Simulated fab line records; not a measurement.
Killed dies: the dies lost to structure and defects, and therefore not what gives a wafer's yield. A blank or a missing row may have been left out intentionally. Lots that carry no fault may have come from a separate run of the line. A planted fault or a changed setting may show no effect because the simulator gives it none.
Chamber matching ; flow n5 finfet ; N5_ILD0_CMP_07 on cmp-02: 4 sister chambers
The step polishes SiO2 flowable, stops on poly-Si, t overpolish 1.18 s, target thk 138.88 nm. 8 wafers are shown with their chamber, then 7 later ones without.

## WAFERS PAIRED WITH THEIR CHAMBERS
wafer;chamber;motor current A (A)
L478.2;1;15.2
L478.5;2;11.4
L484.1;1;15.9
L485.1;0;12.0
L485.3;2;12.2
L485.6;3;11.0
L492.1;3;11.5
L492.5;0;13.4

## WAFERS WHOSE CHAMBER IS MISSING
wafer;motor current A (A)
L492.6;10.4
L493.3;11.6
L493.5;15.5
L493.6;11.1
L495.2;11.8
L495.3;15.7
L495.5;11.2

## EACH ONE'S CHAMBER
wafer;from the rows above;in truth
L492.6;can't be placed: 3 or 2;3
L493.3;can't be placed: 2 or 3 or 0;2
L493.5;1;1
L493.6;can't be placed: 3 or 2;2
L495.2;can't be placed: 2 or 3 or 0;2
L495.3;1;1
L495.5;can't be placed: 3 or 2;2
Correctly placed: 2 of 7. From these rows, 5 cannot be placed; in 5 the true chamber is one of the candidates. Wrongly placed: 0.
How it was worked out, from the rows above alone: a wafer's distance from a chamber is the root of the sum, over the readings, of the square of ((its reading less the chamber's mean) divided by the reading's scatter). If the next closest chamber is less than 2 further off than the closest, the wafer can't be placed; otherwise it belongs to the closest. A chamber's mean is the mean of its shown wafers. The scatter is the square root of a quotient: the sum, over the shown wafers, of each reading's squared deviation from its chamber's mean, divided by wafers minus chambers.
